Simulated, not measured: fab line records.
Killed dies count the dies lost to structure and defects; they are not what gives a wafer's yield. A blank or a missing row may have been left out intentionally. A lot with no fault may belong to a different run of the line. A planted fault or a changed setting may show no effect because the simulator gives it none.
What tool caused it? | flow nand harc | 24 lots with 72 wafers sampled at 6 steps, on a route of 1302 steps

## WHAT EACH GAUGE READ, for each wafer
Not one reading of a measure or inspect step in the record can be checked against a usual standard deviation.

## TOOL THAT RAN EACH LOT (tool first, then ch and the chambers of the sampled wafers, then the start)
lot  | NHARC_P_GATE_DESCUM_48             | NHARC_P_M0_ETCH_15                            | NHARC_P_M1_CMP_23             | NHARC_P_M2_ANNEAL_31             | NHARC_P_BONDPAD_ETCH_37            | NHARC_P_BONDPAD_ETCH_24
L074 | rie diel-05 ch 0,1,2, day 5 09:23  | rie diel-04 ch 1,3, day 6 04:11 or earlier    | cmp-03 ch 0,1,2, day 6 04:11  | rtp anneal-02 ch 0, day 6 08:07  | rie diel-02 ch 0,1, day 6 11:34    | rie diel-02 ch 1,2, day 6 12:05
L075 | rie diel-05 ch 0,1,3, day 5 22:22  | rie diel-13 ch 1,2,3, day 6 17:25 or earlier  | cmp-04 ch 1,2,3, day 6 17:25  | rtp anneal-01 ch 0, day 6 21:14  | rie diel-02 ch 1,2,3, day 7 00:10  | rie diel-01 ch 0,1,3, no start
L076 | rie diel-07 ch 0,2,3, day 6 09:04  | rie diel-12 ch 1,2,3, day 7 03:56 or earlier  | cmp-03 ch 0,1,2, day 7 03:56  | rtp anneal-02 ch 0, day 7 07:37  | rie diel-02 ch 1,2,3, day 7 10:53  | rie diel-05 ch 0,1,3, no start
L077 | rie diel-03 ch 0,2, day 6 22:11    | rie diel-13 ch 0,1,3, day 7 16:44 or earlier  | cmp-04 ch 0,1,2, day 7 16:44  | rtp anneal-02 ch 0, day 7 20:32  | rie diel-05 ch 0,2,3, day 7 23:26  | rie diel-05 ch 0,3, no start
L078 | rie diel-07 ch 1,2,3, day 7 02:37  | rie diel-12 ch 1,2,3, day 7 21:29 or earlier  | cmp-04 ch 1,2, day 7 21:29    | rtp anneal-01 ch 0, day 8 01:20  | rie diel-01 ch 1,3, day 8 04:23    | rie diel-02 ch 1,2, no start
L079 | rie diel-07 ch 0,1,3, day 7 14:56  | rie diel-04 ch 1,3, day 8 09:53 or earlier    | cmp-03 ch 0,3, day 8 09:53    | rtp anneal-01 ch 0, day 8 13:50  | rie diel-01 ch 1,2,3, day 8 16:36  | rie diel-05 ch 0,1,3, no start
L080 | rie diel-07 ch 2,3, day 7 23:50    | rie diel-12 ch 0,2,3, day 8 18:48 or earlier  | cmp-03 ch 1,2,3, day 8 18:48  | rtp anneal-02 ch 0, day 8 22:49  | rie diel-02 ch 0,1,3, day 9 02:01  | rie diel-05 ch 0,1,3, day 9 02:29
L081 | rie diel-07 ch 1,2, day 8 10:41    | rie diel-04 ch 0,1,2, day 9 06:12 or earlier  | cmp-04 ch 0,1,2, day 9 06:12  | rtp anneal-02 ch 0, day 9 10:08  | rie diel-05 ch 1,3, day 9 13:02    | rie diel-02 ch 0,1, no start
L082 | rie diel-05 ch 0,1, day 8 22:40    | rie diel-04 ch 0,2, day 9 18:05 or earlier    | cmp-03 ch 0,2,3, day 9 18:05  | rtp anneal-02 ch 0, day 9 21:55  | rie diel-02 ch 0,1, day 10 00:48   | rie diel-05 ch 0,1, no start
L083 | rie diel-05 ch 0,3, day 9 03:35    | rie diel-13 ch 2,3, day 9 21:45 or earlier    | cmp-04 ch 0,3, day 9 21:45    | rtp anneal-02 ch 0, day 10 01:40 | rie diel-01 ch 0,2, day 10 04:32   | rie diel-05 ch 0,1,2, no start
L084 | rie diel-03 ch 1,2,3, day 9 21:07  | rie diel-04 ch 1,2, day 10 15:58 or earlier   | cmp-03 ch 0,3, day 10 15:58   | rtp anneal-02 ch 0, day 10 19:56 | rie diel-05 ch 2,3, day 10 22:51   | rie diel-02 ch 0,2,3, no start
L085 | rie diel-03 ch 0,2,3, day 10 03:12 | rie diel-04 ch 0,3, day 10 21:45 or earlier   | cmp-04 ch 0,3, day 10 21:45   | rtp anneal-02 ch 0, day 11 01:39 | rie diel-05 ch 0,1,3, day 11 04:56 | rie diel-02 ch 0,1, no start
L086 | rie diel-07 ch 1,2, day 10 17:43   | rie diel-12 ch 1,2,3, day 11 12:52 or earlier | cmp-03 ch 1,2,3, day 11 12:52 | rtp anneal-01 ch 0, day 11 16:34 | rie diel-02 ch 0,2, day 11 19:29   | rie diel-02 ch 2,3, no start
L087 | rie diel-07 ch 0,2,3, day 10 18:53 | rie diel-12 ch 0,2,3, day 11 14:01 or earlier | cmp-01 ch 0,2,3, day 11 14:01 | rtp anneal-01 ch 0, day 11 17:54 | rie diel-01 ch 0,2,3, day 11 20:38 | rie diel-02 ch 0,1,3, no start
L089 | rie diel-07 ch 0,3, day 11 23:55   | rie diel-04 ch 0,1,3, day 12 18:23 or earlier | cmp-04 ch 0,1,3, day 12 18:23 | rtp anneal-02 ch 0, day 12 22:35 | rie diel-01 ch 0,1,2, day 13 01:29 | rie diel-02 ch 0,2,3, no start
L088 | rie diel-05 ch 0,3, day 12 00:39   | rie diel-04 ch 0,2,3, day 12 19:34 or earlier | cmp-04 ch 1,3, day 12 19:34   | rtp anneal-02 ch 0, day 12 23:46 | rie diel-02 ch 1,3, day 13 02:34   | rie diel-05 ch 1,2, no start
L091 | rie diel-05 ch 1,2,3, day 12 19:13 | rie diel-12 ch 0,2,3, day 13 13:50 or earlier | cmp-03 ch 1,2,3, day 13 13:50 | rtp anneal-01 ch 0, day 13 17:39 | rie diel-02 ch 0,2,3, day 13 20:50 | rie diel-05 ch 1,2,3, no start
L090 | rie diel-07 ch 0,2, day 12 19:55   | rie diel-12 ch 0,1,3, day 13 14:34 or earlier | cmp-04 ch 0,2,3, day 13 14:34 | rtp anneal-01 ch 0, day 13 18:32 | rie diel-02 ch 2,3, day 13 21:17   | rie diel-05 ch 0,1,2, no start
L092 | rie diel-05 ch 2,3, day 13 11:34   | rie diel-13 ch 0,1, day 14 06:37 or earlier   | cmp-03 ch 1,2, day 14 06:37   | rtp anneal-02 ch 0, day 14 10:26 | rie diel-02 ch 0,2, day 14 13:20   | rie diel-02 ch 0,2, day 14 13:52
L094 | rie diel-03 ch 0,1,2, day 13 23:08 | rie diel-04 ch 0,2,3, day 14 17:41 or earlier | cmp-03 ch 0,1,2, day 14 17:41 | rtp anneal-02 ch 0, day 14 21:20 | rie diel-01 ch 0,2,3, day 15 00:04 | rie diel-02 ch 0,1,2, no start
L095 | rie diel-07 ch 2,3, day 13 23:17   | rie diel-04 ch 0,3, day 14 18:34 or earlier   | cmp-04 ch 0,1,3, day 14 18:34 | rtp anneal-01 ch 0, day 14 22:19 | rie diel-01 ch 1,3, day 15 01:06   | rie diel-02 ch 0,3, no start
L093 | rie diel-05 ch 0,1,2, day 14 05:19 | rie diel-13 ch 0,3, day 14 23:41 or earlier   | cmp-03 ch 0,1, day 14 23:41   | rtp anneal-02 ch 0, day 15 03:29 | rie diel-01 ch 2,3, day 15 06:23   | rie diel-05 ch 2,3, no start
L096 | rie diel-07 ch 0,1,3, day 14 13:58 | rie diel-12 ch 0,1, day 15 09:14 or earlier   | cmp-01 ch 0,1,2, day 15 09:14 | rtp anneal-02 ch 0, day 15 12:50 | rie diel-01 ch 0,1,2, day 15 15:44 | rie diel-02 ch 2,3, no start
L097 | rie diel-05 ch 0,1,3, day 15 01:53 | rie diel-12 ch 0,3, day 15 20:15 or earlier   | cmp-03 ch 1,2,3, day 15 20:15 | rtp anneal-02 ch 0, day 15 23:55 | rie diel-05 ch 0,2, day 16 02:43   | rie diel-02 ch 1,2,3, no start
- NHARC_P_GATE_DESCUM_48: chemistry O2, time 3 s.
- NHARC_P_M0_ETCH_15: etches the open film in C4F8/Ar, target depth 150 nm, overetch 15 nm, time 82.5 s.
- NHARC_P_M1_CMP_23: polishes, t overpolish 20 s, target thk 157.82 nm.
- NHARC_P_M2_ANNEAL_31: time 90 s.
- NHARC_P_BONDPAD_ETCH_37: etches the open film in N2/H2, target depth 60 nm, overetch 18 nm, time 65.91 s.
- NHARC_P_BONDPAD_ETCH_24: etches the open film in CF4/N2, target depth 30 nm, time 72.99 s.

## AS READ BY THE TOOLS THEMSELVES (means over the sampled wafers that have a number; for cases with no such wafer, the mark the record gives instead)
NHARC_P_GATE_DESCUM_48. Usual: drypump motor current A 5.8 A, standard deviation 0.42; oes product au 1.002 a.u., standard deviation 0.0071; rf vpp V 57.8 V, standard deviation 0.84; showerhead plenum p Torr 1.93 Torr, standard deviation 0.082; throttle valve pct 11.311 %, standard deviation 0.0087.
lot  | tool        | drypump motor current A (A) | oes product au (a.u.) | rf vpp V (V) | showerhead plenum p Torr (Torr) | throttle valve pct (%) | flag
L074 | rie diel-05 | 5.7                         | 1.006                 | 58.1         | 2.01                            | 11.307                 |
L075 | rie diel-05 | 6.0                         | 1.009                 | 58.6         | 2.00                            | 11.307                 |
L076 | rie diel-07 | 5.9                         | 0.999                 | 57.8         | 1.90                            | 11.315                 |
L077 | rie diel-03 | 5.9                         | 1.000                 | 58.1         | 1.93                            | 11.319                 |
L078 | rie diel-07 | 5.6                         | 1.002                 | 57.8         | 1.88                            | 11.302                 |
L079 | rie diel-07 | 6.0                         | 1.001                 | 57.2         | 1.90                            | 11.307                 |
L080 | rie diel-07 | 5.6                         | 1.005                 | 57.6         | 1.89                            | 11.312                 |
L081 | rie diel-07 | 5.4                         | 0.997                 | 57.0         | 1.85                            | 11.311                 |
L082 | rie diel-05 | 5.9                         | 1.009                 | 58.6         | 2.00                            | 11.315                 |
L083 | rie diel-05 | 6.0                         | 1.009                 | 57.3         | 1.99                            | 11.315                 |
L084 | rie diel-03 | 5.8                         | 0.997                 | 57.4         | 1.90                            | 11.314                 |
L085 | rie diel-03 | 5.8                         | 1.003                 | 58.5         | 1.93                            | 11.322                 |
L086 | rie diel-07 | 5.5                         | 0.992                 | 57.9         | 1.84                            | 11.313                 |
L087 | rie diel-07 | 5.9                         | 1.011                 | 58.5         | 1.90                            | 11.306                 |
L089 | rie diel-07 | 6.1                         | 1.011                 | 57.5         | 1.92                            | 11.304                 |
L088 | rie diel-05 | 6.1                         | 0.988                 | 57.1         | 1.99                            | 11.308                 |
L091 | rie diel-05 | 5.6                         | 0.999                 | 58.3         | 2.03                            | 11.318                 |
L090 | rie diel-07 | 6.0                         | 1.001                 | 57.2         | 1.88                            | 11.319                 |
L092 | rie diel-05 | 5.7                         | 0.997                 | 58.6         | 2.02                            | 11.304                 |
L094 | rie diel-03 | 5.9                         | 1.002                 | 57.2         | 1.90                            | 11.304                 |
L095 | rie diel-07 | 5.8                         | 1.010                 | 56.8         | 1.92                            | 11.303                 |
L093 | rie diel-05 | 5.7                         | 1.001                 | 57.5         | 2.01                            | 11.313                 |
L096 | rie diel-07 | 6.0                         | 1.008                 | 58.2         | 1.90                            | 11.299                 |
L097 | rie diel-05 | 6.0                         | 1.004                 | 58.0         | 1.99                            | 11.310                 |

NHARC_P_M0_ETCH_15. Usual: oes product au 0.958 a.u., standard deviation 0.02; rf vpp V 440.5 V, standard deviation 2.8.
lot  | tool        | oes product au (a.u.) | rf vpp V (V) | flag
L074 | rie diel-04 | 0.953                 | 442.1        |
L075 | rie diel-13 | 0.945                 | 441.9        |
L076 | rie diel-12 | 0.950                 | 441.9        |
L077 | rie diel-13 | 0.971                 | 440.7        |
L078 | rie diel-12 | 0.952                 | 441.5        |
L079 | rie diel-04 | 0.931                 | 441.3        |
L080 | rie diel-12 | 0.965                 | 439.6        |
L081 | rie diel-04 | 0.962                 | 440.3        |
L082 | rie diel-04 | 0.967                 | 441.3        |
L083 | rie diel-13 | 0.963                 | 441.5        |
L084 | rie diel-04 | 0.971                 | 442.0        |
L085 | rie diel-04 | 0.976                 | 439.0        |
L086 | rie diel-12 | 0.932                 | 440.7        |
L087 | rie diel-12 | 0.968                 | 439.1        |
L089 | rie diel-04 | 0.966                 | 439.1        |
L088 | rie diel-04 | 0.972                 | 440.4        |
L091 | rie diel-12 | 0.986                 | 440.2        |
L090 | rie diel-12 | 0.974                 | 440.5        |
L092 | rie diel-13 | 0.926                 | 439.5        |
L094 | rie diel-04 | 0.967                 | 441.1        |
L095 | rie diel-04 | 0.967                 | 440.0        |
L093 | rie diel-13 | 0.925                 | 440.1        |
L096 | rie diel-12 | 0.958                 | 439.1        |
L097 | rie diel-12 | 0.953                 | 441.1        |

NHARC_P_M1_CMP_23. Usual: motor current A 11.3 A, standard deviation 0.92; time to endpoint s 29.1 s, standard deviation 2.
lot  | tool   | motor current A (A) | time to endpoint s (s) | flag
L074 | cmp-03 | 10.9                | 28.0                   |
L075 | cmp-04 | 11.3                | 28.8                   |
L076 | cmp-03 | 10.9                | 28.9                   |
L077 | cmp-04 | 10.6                | 28.4                   |
L078 | cmp-04 | 10.8                | 30.8                   |
L079 | cmp-03 | 11.0                | 32.2                   |
L080 | cmp-03 | 11.7                | 28.5                   |
L081 | cmp-04 | 11.0                | 29.7                   |
L082 | cmp-03 | 10.8                | 29.4                   |
L083 | cmp-04 | 11.7                | 32.6                   |
L084 | cmp-03 | 10.5                | 28.2                   |
L085 | cmp-04 | 11.7                | 28.5                   |
L086 | cmp-03 | 11.4                | 30.4                   |
L087 | cmp-01 | 11.0                | 27.5                   |
L089 | cmp-04 | 11.6                | 27.9                   |
L088 | cmp-04 | 12.3                | 28.3                   |
L091 | cmp-03 | 11.9                | 29.3                   |
L090 | cmp-04 | 11.3                | 26.8                   |
L092 | cmp-03 | 11.2                | 29.6                   |
L094 | cmp-03 | 11.1                | 29.8                   |
L095 | cmp-04 | 11.4                | 28.9                   |
L093 | cmp-03 | 10.5                | 28.6                   |
L096 | cmp-01 | 12.2                | 28.1                   |
L097 | cmp-03 | 11.8                | 29.3                   |

NHARC_P_M2_ANNEAL_31. Usual: wafer_temp_C_max 225.96, standard deviation 0.25.
lot  | tool          | wafer_temp_C_max | flag
L074 | rtp anneal-02 | 225.90           |
L075 | rtp anneal-01 | 226.51           |
L076 | rtp anneal-02 | 225.67           |
L077 | rtp anneal-02 | 225.92           |
L078 | rtp anneal-01 | 226.16           |
L079 | rtp anneal-01 | 225.99           |
L080 | rtp anneal-02 | 226.05           |
L081 | rtp anneal-02 | 226.24           |
L082 | rtp anneal-02 | 226.04           |
L083 | rtp anneal-02 | 225.79           |
L084 | rtp anneal-02 | 226.02           |
L085 | rtp anneal-02 | 225.83           |
L086 | rtp anneal-01 | 226.11           |
L087 | rtp anneal-01 | 225.65           |
L089 | rtp anneal-02 | 225.83           |
L088 | rtp anneal-02 | 225.87           |
L091 | rtp anneal-01 | 226.20           |
L090 | rtp anneal-01 | 225.66           |
L092 | rtp anneal-02 | 226.03           |
L094 | rtp anneal-02 | 225.92           |
L095 | rtp anneal-01 | 226.08           |
L093 | rtp anneal-02 | 225.69           |
L096 | rtp anneal-02 | 225.78           |
L097 | rtp anneal-02 | 225.98           |

NHARC_P_BONDPAD_ETCH_37. Usual: drypump motor current A 5.9 A, standard deviation 0.49; oes product au 1.000 a.u., standard deviation 0.0074; rf vpp V 431.1 V, standard deviation 2.3; showerhead plenum p Torr 2.07 Torr, standard deviation 0.076; throttle valve pct 14.171 %, standard deviation 0.0087.
lot  | tool        | drypump motor current A (A) | oes product au (a.u.) | rf vpp V (V) | showerhead plenum p Torr (Torr) | throttle valve pct (%) | flag
L074 | rie diel-02 | 6.3                         | 0.998                 | 429.2        | 2.00                            | 14.173                 |
L075 | rie diel-02 | 5.8                         | 1.003                 | 430.2        | 2.05                            | 14.178                 |
L076 | rie diel-02 | 5.8                         | 0.997                 | 430.3        | 2.05                            | 14.165                 |
L077 | rie diel-05 | 5.8                         | 1.007                 | 433.5        | 2.14                            | 14.175                 |
L078 | rie diel-01 | 6.3                         | 0.998                 | 430.8        | 2.04                            | 14.165                 |
L079 | rie diel-01 | 6.2                         | 0.997                 | 430.3        | 2.06                            | 14.175                 |
L080 | rie diel-02 | 6.0                         | 0.999                 | 431.3        | 2.06                            | 14.173                 |
L081 | rie diel-05 | 5.8                         | 1.003                 | 433.7        | 2.15                            | 14.173                 |
L082 | rie diel-02 | 6.3                         | 1.005                 | 429.6        | 2.00                            | 14.162                 |
L083 | rie diel-01 | 5.4                         | 1.000                 | 429.7        | 2.02                            | 14.168                 |
L084 | rie diel-05 | 5.4                         | 0.994                 | 434.9        | 2.18                            | 14.172                 |
L085 | rie diel-05 | 6.0                         | 1.008                 | 433.5        | 2.13                            | 14.177                 |
L086 | rie diel-02 | 5.7                         | 1.001                 | 430.9        | 2.04                            | 14.168                 |
L087 | rie diel-01 | 5.9                         | 0.996                 | 431.0        | 2.07                            | 14.179                 |
L089 | rie diel-01 | 5.7                         | 0.994                 | 429.5        | 2.01                            | 14.163                 |
L088 | rie diel-02 | 6.2                         | 1.012                 | 429.9        | 2.03                            | 14.175                 |
L091 | rie diel-02 | 5.6                         | 1.006                 | 431.4        | 2.07                            | 14.169                 |
L090 | rie diel-02 | 5.5                         | 1.007                 | 432.2        | 2.11                            | 14.181                 |
L092 | rie diel-02 | 5.4                         | 0.998                 | 430.5        | 2.02                            | 14.170                 |
L094 | rie diel-01 | 5.9                         | 0.996                 | 431.2        | 2.07                            | 14.179                 |
L095 | rie diel-01 | 6.3                         | 0.992                 | 429.8        | 2.04                            | 14.173                 |
L093 | rie diel-01 | 6.3                         | 0.998                 | 432.3        | 2.12                            | 14.169                 |
L096 | rie diel-01 | 5.7                         | 0.993                 | 430.1        | 2.01                            | 14.173                 |
L097 | rie diel-05 | 5.9                         | 1.005                 | 431.3        | 2.12                            | 14.168                 |

NHARC_P_BONDPAD_ETCH_24. Usual: drypump motor current A 5.8 A, standard deviation 0.47; oes product au 1.003 a.u., standard deviation 0.0084; rf vpp V 315.1 V, standard deviation 1.6; showerhead plenum p Torr 2.68 Torr, standard deviation 0.088; throttle valve pct 19.795 %, standard deviation 0.0093.
lot  | tool        | drypump motor current A (A) | oes product au (a.u.) | rf vpp V (V) | showerhead plenum p Torr (Torr) | throttle valve pct (%) | flag
L074 | rie diel-02 | 5.6                         | 1.007                 | 313.9        | 2.57                            | 19.792                 |
L075 | rie diel-01 | 6.0                         | 1.004                 | 314.0        | 2.64                            | 19.790                 |
L076 | rie diel-05 | 6.0                         | 1.014                 | 315.6        | 2.73                            | 19.794                 |
L077 | rie diel-05 | 6.1                         | 1.008                 | 316.3        | 2.72                            | 19.789                 |
L078 | rie diel-02 | 5.6                         | 0.994                 | 313.5        | 2.57                            | 19.799                 |
L079 | rie diel-05 | 6.0                         | 1.012                 | 315.1        | 2.73                            | 19.793                 |
L080 | rie diel-05 | 6.0                         | 1.012                 | 315.4        | 2.73                            | 19.798                 |
L081 | rie diel-02 | 6.3                         | 0.995                 | 314.0        | 2.58                            | 19.802                 |
L082 | rie diel-05 | 5.9                         | 1.006                 | 316.7        | 2.74                            | 19.795                 |
L083 | rie diel-05 | 5.7                         | 1.011                 | 316.3        | 2.75                            | 19.790                 |
L084 | rie diel-02 | 5.6                         | 1.010                 | 315.6        | 2.67                            | 19.796                 |
L085 | rie diel-02 | 6.2                         | 1.003                 | 313.9        | 2.61                            | 19.783                 |
L086 | rie diel-02 | 5.5                         | 1.001                 | 315.3        | 2.71                            | 19.797                 |
L087 | rie diel-02 | 6.1                         | 1.005                 | 314.5        | 2.65                            | 19.799                 |
L089 | rie diel-02 | 5.6                         | 0.998                 | 314.4        | 2.67                            | 19.791                 |
L088 | rie diel-05 | 5.5                         | 0.996                 | 316.5        | 2.78                            | 19.792                 |
L091 | rie diel-05 | 5.6                         | 0.996                 | 316.8        | 2.77                            | 19.795                 |
L090 | rie diel-05 | 5.7                         | 1.005                 | 316.6        | 2.75                            | 19.788                 |
L092 | rie diel-02 | 5.7                         | 1.007                 | 314.6        | 2.63                            | 19.799                 |
L094 | rie diel-02 | 5.9                         | 1.010                 | 313.0        | 2.59                            | 19.800                 |
L095 | rie diel-02 | 5.8                         | 1.011                 | 315.6        | 2.73                            | 19.803                 |
L093 | rie diel-05 | 5.7                         | 1.000                 | 316.6        | 2.76                            | 19.794                 |
L096 | rie diel-02 | 5.5                         | 1.002                 | 315.1        | 2.71                            | 19.794                 |
L097 | rie diel-02 | 5.8                         | 1.004                 | 314.7        | 2.63                            | 19.797                 |

## THE ANSWER, worked out from the rows above alone
Rule: take the mean of a lot's wafers that have a number; if it is more than 3 standard deviations from the usual mean, the lot is off. A lot without any number at a reading at which 4 lots or more have one is off too. All remaining lots with rows at the step are treated as sound. After the gauges, taken in route order, come the tools' own readings; for these a lot's mean is taken, as printed above. The first step at which some lot is off is used, and at that step the reading that is off furthest; a lot without a number counts as furthest.
Nothing can be told from this: no lot is off at any reading shown.

## WHAT HAD BEEN PUT IN BY THE SIMULATOR
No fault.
